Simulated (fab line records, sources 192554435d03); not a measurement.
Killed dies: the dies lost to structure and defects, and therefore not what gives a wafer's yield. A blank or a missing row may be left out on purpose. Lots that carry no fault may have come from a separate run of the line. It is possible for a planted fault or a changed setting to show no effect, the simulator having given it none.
Matching of chambers :: flow n5 finfet :: N5_BEOL_M3_DEP_57 on pecvd-03: 3 sister chambers
The step deposits SiCN from 3MS/NH3, target thk 8 nm, time 14 s. 6 wafers are shown with their chamber, then 11 later ones without.

== WAFERS, EACH WITH ITS CHAMBER ==
wafer: L079.5
chamber: 1
throttle valve pct (%): 9.5
showerhead plenum p Torr (Torr): 3.666

wafer: L080.6
chamber: 2
throttle valve pct (%): 8.3
showerhead plenum p Torr (Torr): 3.662

wafer: L090.3
chamber: 0
throttle valve pct (%): 9.8
showerhead plenum p Torr (Torr): 3.669

wafer: L090.4
chamber: 1
throttle valve pct (%): 9.3
showerhead plenum p Torr (Torr): 3.667

wafer: L090.5
chamber: 2
throttle valve pct (%): 8.7
showerhead plenum p Torr (Torr): 3.659

wafer: L089.1
chamber: 0
throttle valve pct (%): 9.6
showerhead plenum p Torr (Torr): 3.673

== WAFERS WHOSE CHAMBER IS MISSING ==
wafer: L089.2
throttle valve pct (%): 9.6
showerhead plenum p Torr (Torr): 3.671

wafer: L089.6
throttle valve pct (%): 9.4
showerhead plenum p Torr (Torr): 3.666

wafer: L092.1
throttle valve pct (%): 9.7
showerhead plenum p Torr (Torr): 3.677

wafer: L092.2
throttle valve pct (%): 9.5
showerhead plenum p Torr (Torr): 3.674

wafer: L092.5
throttle valve pct (%): 8.8
showerhead plenum p Torr (Torr): 3.652

wafer: L095.1
throttle valve pct (%): 9.4
showerhead plenum p Torr (Torr): 3.671

wafer: L095.3
throttle valve pct (%): 8.6
showerhead plenum p Torr (Torr): 3.654

wafer: L095.6
throttle valve pct (%): 9.6
showerhead plenum p Torr (Torr): 3.673

wafer: L096.2
throttle valve pct (%): 8.5
showerhead plenum p Torr (Torr): 3.664

wafer: L096.5
throttle valve pct (%): 9.0
showerhead plenum p Torr (Torr): 3.657

wafer: L096.6
throttle valve pct (%): 9.5
showerhead plenum p Torr (Torr): 3.667

== WHICH CHAMBER EACH ONE RAN IN ==
wafer: L089.2
from the rows above: can't be placed: 0 or 1
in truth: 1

wafer: L089.6
from the rows above: 1
in truth: 1

wafer: L092.1
from the rows above: 0
in truth: 0

wafer: L092.2
from the rows above: can't be placed: 0 or 1
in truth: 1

wafer: L092.5
from the rows above: 2
in truth: 2

wafer: L095.1
from the rows above: can't be placed: 0 or 1
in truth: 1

wafer: L095.3
from the rows above: 2
in truth: 2

wafer: L095.6
from the rows above: 0
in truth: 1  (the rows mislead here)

wafer: L096.2
from the rows above: 2
in truth: 2

wafer: L096.5
from the rows above: can't be placed: 2 or 1
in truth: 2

wafer: L096.6
from the rows above: can't be placed: 1 or 0
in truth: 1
Correct placement for 5 of the 11. Cannot be placed on the basis of these rows: 5; the candidates contain the true chamber in 5. Placed wrongly: 1.
How it was worked out, from the rows above alone: a wafer's distance from a chamber is the root of the sum, over the readings, of the square of ((its reading less the chamber's mean) divided by the reading's scatter). If the next closest chamber is less than 2 further off than the closest, the wafer can't be placed; otherwise it belongs to the closest. The mean given for a chamber averages the wafers shown for that chamber. The scatter is the square root of a quotient: the sum, over the shown wafers, of each reading's squared deviation from its chamber's mean, divided by wafers minus chambers.
